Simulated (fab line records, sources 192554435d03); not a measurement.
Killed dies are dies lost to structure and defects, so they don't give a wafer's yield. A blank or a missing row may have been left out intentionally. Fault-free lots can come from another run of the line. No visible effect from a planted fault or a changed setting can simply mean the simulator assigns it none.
A lot that was struck, set against a sound lot	flow n5_finfet	38 steps out of a route of 1938
Sound: wafers L820.4, L820.5, L820.6. Struck: wafers L826.4, L826.6 (left out: L826.3, a lot-mate that was not struck); the cause follows at the end.
Each step with rows lists, per side, the tool, then ch with its chambers, then its first start. Under that, the readings that differ: sound wafers	struck wafers	difference of the means	sigmas: that difference in standard deviations of wafers without a fault.
alike: readings with means less than 2 such deviations apart, plus words and numbers identical on both sides. not compared: withheld readings, readings lacking a value on some wafer, bounds such as >300 that could conceal the same value, and numbers that have no deviation in the record and whose values overlap.
Wherever a step has rows on one side only, a row that says differs or no value, or a row with sigmas, the two part there. When numbers do not overlap yet have no deviation, they are printed without sigmas and do not part them. A reading missing from all wafers of one side parts the sides only when that side holds two or more wafers.

first, 9 steps without rows for these wafers: N5_BEOL_M4_COAT_05 (resist thk 30 nm); N5_BEOL_M4_EBR_07; N5_BEOL_M4_SOFTBAKE_06 (time 60 s); N5_BEOL_M4_EXPOSE_08 (exposes mask M4); N5_BEOL_M4_PEB_09 (peb time 60 s); N5_BEOL_M4_DEVELOP_10 (develop time 30 s); N5_BEOL_M4_DESCUM_16 (chemistry O2, time 7 s); N5_BEOL_M4_ETCH_74 (etches underlayer in N2/H2, target depth 6.5 nm, time 5.2 s); N5_BEOL_M4_ETCH_63 (etches SiARC in CF4, target depth 15.6 nm, time 26 s).
N5_BEOL_M4_ETCH_64: etches SOC in N2/H2, target depth 75 nm, overetch 22.5 nm, time 121.9 s.
  sound on rie_diel-04 ch 1,2, day 8 18:40; struck on rie_diel-04 ch 0,3, day 10 00:33
reading	sound	struck	difference	sigmas
oes_product_au (a.u.)	0.68 0.67 0.62	0.49 0.46	-0.18	-3
model.SiARC_of_BEOL_M4_COAT_62.thk_nm (nm)	6.2 6.2 6.2	4.4 3.8	-2.1	
model.BEOL_M4.cd_offset_nm (nm)	0.2 0 0.2	1 1.6	+1	
  alike: drypump_motor_current_A, rf_vpp_V, showerhead_plenum_p_Torr, throttle_valve_pct
  not compared: rf_hours_counter_h
then, 3 steps without rows for these wafers: N5_BEOL_M4_STRIP_65 (strips in N2/H2); N5_BEOL_M4_STRIP_75 (strips in N2/H2); N5_BEOL_M4_STRIP_66 (strips in CF4).
N5_BEOL_M4_HM_OPEN_17: chemistry Cl2/BCl3, target TiN, target depth 20 nm, overetch 6 nm.
  sound on rie_metal-01 ch 0,1, day 8 18:52; struck on rie_metal-01 ch 1, day 10 00:46
reading	sound	struck	difference	sigmas
model.etch.depth_nm (nm)	20.05 20.12 20.2	15.61 14.95	-4.84	
model.BEOL_M4.cd_offset_nm (nm)	0 0 0.2	1 1.4	+1	
  alike: drypump_motor_current_A, mfc_ar_sccm, oes_product_au, throttle_valve_pct
  not compared: rf_hours_counter_h
then, 1 step without rows for these wafers: N5_BEOL_M4_STRIP_19 (strips in O2).
N5_BEOL_M4_CD_MEAS_18: pitch 36 nm, target cd 18 nm.
  sound on cd_sem-02 at day 8 19:08; struck on cd_sem-02 at day 10 00:57
reading	sound	struck	difference	sigmas
cd_nm (nm)	18.0 18.0 18.5	19.1 19.5	+1.1	+3
then, 20 steps without rows for these wafers: N5_BEOL_M4_COAT_67 (time 60 s, resist thk 60 nm); N5_BEOL_M4_COAT_68 (time 60 s, resist thk 12 nm); N5_BEOL_M4_COAT_76 (time 60 s, resist thk 5 nm); N5_BEOL_M4_COAT_22 (resist thk 30 nm); N5_BEOL_M4_EBR_24; N5_BEOL_M4_SOFTBAKE_23 (time 60 s); N5_BEOL_M4_EXPOSE_25 (exposes mask V3, defocus 5 nm); N5_BEOL_M4_PEB_26 (peb time 60 s); N5_BEOL_M4_DEVELOP_27 (develop time 30 s); N5_BEOL_M4_DESCUM_33 (chemistry O2, time 7 s); N5_BEOL_M4_ETCH_77 (etches underlayer in N2/H2, target depth 6.5 nm, time 5.2 s); N5_BEOL_M4_ETCH_69 (etches SiARC in CF4, target depth 15.6 nm, time 26 s); N5_BEOL_M4_ALD_98 (deposits SiO2, target thk 2.5 nm, pulse time 1 s, co reactant pulse time 1 s); N5_BEOL_M4_ETCHBACK_99 (etches SiO2 in CHF3, target depth 5 nm, time 10.4 s); N5_BEOL_M4_ETCH_70 (etches SOC in N2/H2, target depth 80 nm, overetch 24 nm, time 130 s); N5_BEOL_M4_STRIP_71 (strips in N2/H2); N5_BEOL_M4_STRIP_78 (strips in N2/H2); N5_BEOL_M4_VIA_ETCH_34 (etches the open film in C4F6/O2, target depth 69.4 nm, time 65.9 s); N5_BEOL_M4_STRIP_83 (strips in C4F6/O2); N5_BEOL_M4_STRIP_36 (strips in N2/H2).
N5_BEOL_M4_CD_MEAS_35: target cd 18 nm, target cd y 22.4 nm.
  sound on cd_sem-01 at day 9 03:14; struck on cd_sem-03 at day 10 05:44
reading	sound	struck	difference	sigmas
cd_nm (nm)	17.8 17.8 18.7	19.3 20.1	+1.6	+4
N5_BEOL_M4_RC_MEAS_101:
  sound on prober-02 ch 0, day 9 07:36; struck on prober-02 ch 0, day 10 11:17
reading	sound	struck	difference	sigmas
ION_N (uA/um)	656 638 657	671 688	+29	+2
  alike: DIBL_N, DIBL_P, IOFF_N, IOFF_P, ION_P, SS_N, SS_P, VT_N, VT_P

== WHERE THEY PART ==
First at N5_BEOL_M4_ETCH_64; last, within this record, at N5_BEOL_M4_RC_MEAS_101.

WHY: the cause the simulator had injected
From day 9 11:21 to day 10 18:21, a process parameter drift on rie_diel-04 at N5_BEOL_M4_ETCH_64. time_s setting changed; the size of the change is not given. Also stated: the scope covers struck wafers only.
